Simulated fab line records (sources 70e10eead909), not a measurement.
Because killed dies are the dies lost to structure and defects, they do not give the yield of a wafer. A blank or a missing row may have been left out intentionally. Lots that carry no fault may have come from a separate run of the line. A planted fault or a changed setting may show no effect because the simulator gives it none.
Which tool did it? ; flow nand_harc ; 21 wafers from 7 lots sampled at 2 of the route's 1302 steps

== WHAT EACH GAUGE READ, for each wafer ==
NHARC_A_CHANNEL_FILL_D1_INSPECT_13.
lot;measured;on;raw_defect_count
L358;day 11 07:19;defect_inspect-01;232 188 276
L362;day 12 17:20;defect_inspect-01;258 458 227
L364;day 13 14:53;defect_inspect-01;230 228 233
L372;day 16 20:30;defect_inspect-02;451 236 379
L373;day 17 11:45;defect_inspect-01;280 385 340
L376;day 18 23:35;defect_inspect-02;389 370 353
L380;day 20 15:22;defect_inspect-01;673 206 402

== EACH LOT AND THE TOOL THAT RAN IT (in order: tool; ch and the chambers of the sampled wafers; start) ==
lot;NHARC_A_CHANNEL_FILL_D1_ALD_15
L358;ald_sin_batch-02 ch 0, day 11 07:19 or earlier
L362;ald_sin_batch-02 ch 0, day 11 01:50
L364;ald_sin_batch-03 ch 0, day 13 14:53 or earlier
L372;ald_sin_batch-03 ch 0, day 16 20:30 or earlier
L373;ald_sin_batch-01 ch 0, day 17 11:45 or earlier
L376;ald_sin_batch-02 ch 0, day 18 23:35 or earlier
L380;ald_sin_batch-01 ch 0, day 20 15:22 or earlier
- NHARC_A_CHANNEL_FILL_D1_ALD_15: deposits SiNx, target thk 2 nm, pulse time 60 s, ald cycles 19.

== THE ANSWER, worked out from the rows above alone ==
Rule: the usual values come from the lots themselves. Put in order of their means at a reading, lots are off if they are a third of the lots or fewer, leave a main group of 4 or more, and stand apart from it by a gap of 3 or more times the standard deviation of the main group's means; of several such gaps the widest counts. If all means in a main group match to the digits the tables above print for the reading, that group is not used. A lot without any number at a reading at which 4 lots or more have one is off too. Any other lot the step has rows for is counted as sound.
None of the lots is off at any reading shown; this tells nothing.

== WHAT HAD BEEN PUT IN BY THE SIMULATOR ==
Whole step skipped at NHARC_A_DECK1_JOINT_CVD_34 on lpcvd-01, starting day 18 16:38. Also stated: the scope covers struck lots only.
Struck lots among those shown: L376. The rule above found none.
